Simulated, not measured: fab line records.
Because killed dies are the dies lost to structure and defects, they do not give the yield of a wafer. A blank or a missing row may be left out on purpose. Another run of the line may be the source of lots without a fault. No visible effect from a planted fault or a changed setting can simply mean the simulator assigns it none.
Split-lot experiment ; flow n5_finfet ; on a route of 1938 steps: 7 lots, 39 wafers read

THE SPLIT ITSELF
At N5_DUMMY_GATE_EXPOSE_12 (exposes mask GATE, target cd 25 nm), the setting dose_mj was moved away from the recipe's 34 on 15 of the 39 wafers read, by -6.2% to +6.5%. All remaining wafers had this setting at the recipe value.

FROM THE SPLIT TO THE READING: what the file shows between them, 2 steps
- N5_DUMMY_GATE_PEB_13: peb time 60 s
- N5_DUMMY_GATE_DEVELOP_14: develop time 30 s

THE READING
Shown in nm: cd_nm at N5_DUMMY_GATE_CD_MEAS_15, with target cd 25.8 nm. A value of 24.98 nm with a standard deviation of 0.23 nm is what fault-free wafers of this fab line usually give.

wafer;tool, chamber at the split;dose_mj as run;against the recipe;cd_nm, nm;against lot-mates on the recipe
L075.1;euv_scanner-01, 0;32.41;-4.7%;25.94;+0.89
L075.2;euv_scanner-01, 0;32.41;-4.7%;25.81;+0.76
L075.3;euv_scanner-01, 0;32.41;-4.7%;26.12;+1.07
L075.4;euv_scanner-01, 0;34;recipe;24.91;-
L075.5;euv_scanner-01, 0;34;recipe;25.05;-
L075.6;euv_scanner-01, 0;34;recipe;25.19;-
L077.1;euv_scanner-01, 0;34;recipe;24.74;-
L077.4;euv_scanner-01, 0;34;recipe;25.11;-
L077.6;euv_scanner-01, 0;34;recipe;24.85;-
L082.1;euv_scanner-02, 0;36.2;+6.5%;24.10;-0.88
L082.2;euv_scanner-02, 0;34;recipe;25.02;-
L082.3;euv_scanner-02, 0;34;recipe;25.05;-
L082.4;euv_scanner-02, 0;36.2;+6.5%;23.34;-1.64
L082.5;euv_scanner-02, 0;36.2;+6.5%;24.02;-0.96
L082.6;euv_scanner-02, 0;34;recipe;24.87;-
L085.1;euv_scanner-01, 0;34;recipe;25.11;-
L085.2;euv_scanner-01, 0;34;recipe;24.97;-
L085.3;euv_scanner-01, 0;34;recipe;24.92;-
L085.4;euv_scanner-01, 0;34;recipe;25.24;-
L085.5;euv_scanner-01, 0;34;recipe;24.87;-
L085.6;euv_scanner-01, 0;34;recipe;25.06;-
L086.1;euv_scanner-01, 0;31.9;-6.2%;26.36;+1.54
L086.2;euv_scanner-01, 0;34;recipe;24.90;-
L086.3;euv_scanner-01, 0;34;recipe;24.39;-
L086.4;euv_scanner-01, 0;34;recipe;25.18;-
L086.5;euv_scanner-01, 0;31.9;-6.2%;26.93;+2.11
L086.6;euv_scanner-01, 0;31.9;-6.2%;26.47;+1.65
L088.1;euv_scanner-01, 0;34;recipe;24.83;-
L088.2;euv_scanner-01, 0;33.04;-2.8%;25.20;+0.36
L088.3;euv_scanner-01, 0;33.04;-2.8%;25.63;+0.79
L088.4;euv_scanner-01, 0;34;recipe;24.67;-
L088.5;euv_scanner-01, 0;33.04;-2.8%;25.07;+0.23
L088.6;euv_scanner-01, 0;34;recipe;25.01;-
L093.1;euv_scanner-01, 0;33.02;-2.9%;25.80;+1.13
L093.2;euv_scanner-01, 0;33.02;-2.9%;25.64;+0.97
L093.3;euv_scanner-01, 0;34;recipe;24.66;-
L093.4;euv_scanner-01, 0;34;recipe;24.68;-
L093.5;euv_scanner-01, 0;33.02;-2.9%;25.54;+0.87
L093.6;euv_scanner-01, 0;34;recipe;24.68;-

THE FIT
A straight line over all 39 wafers: cd_nm changes by -0.212 nm for each +1% of dose_mj; r = -0.93; the points scatter about the line by 0.26 nm.
The same after taking each lot's own level away (the mean of its wafers on the recipe; 39 wafers): -0.222 nm for each +1%; r = -0.93; scatter 0.26 nm.
The reading moves by 1.4 nm for the largest change in dose_mj, on that fit.
From 24.673 to 25.050 nm: that is the span of the lots' own levels, equal to 1.6 times the standard deviation above.
So the lot-to-lot level changes the slope little: the two slopes agree.
Check: for one of the wafers moved furthest among these (+6.5%), held out of the fit, the line's prediction against its lot-mates is -1.49 nm. Against them it came out at -0.88 nm.

THESE WAFERS: OTHER SPLITS
Other splits were also applied to these wafers ahead of the reading. Each is held against what the fit with the lots' levels taken away leaves over:
other split on the same wafers;wafers away from the commonest value;r with cd_nm (lot level and that fit taken away)
N5_WELL_APT_IMPLANT_32 energy_kev;12;+0.01

THE WHOLE CHAIN: every reading that the file lists as answering this split, in the file's order
step;what it does;reading;change (the file's fit);r (the file's)
N5_DUMMY_GATE_CD_MEAS_15;target cd 25.8 nm;cd_nm;-0.227 nm for each +1% of the setting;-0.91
N5_DUMMY_GATE_TRIM_49;chemistry O2, time 29 s, target cd 14 nm;DUMMY_GATE.cd_nm (the simulator's own value, which no gauge read);-0.187 nm for each +1% of the setting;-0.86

FILE'S OWN FIT
cd_nm changes by -0.227 nm for each +1% of dose_mj, r = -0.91.
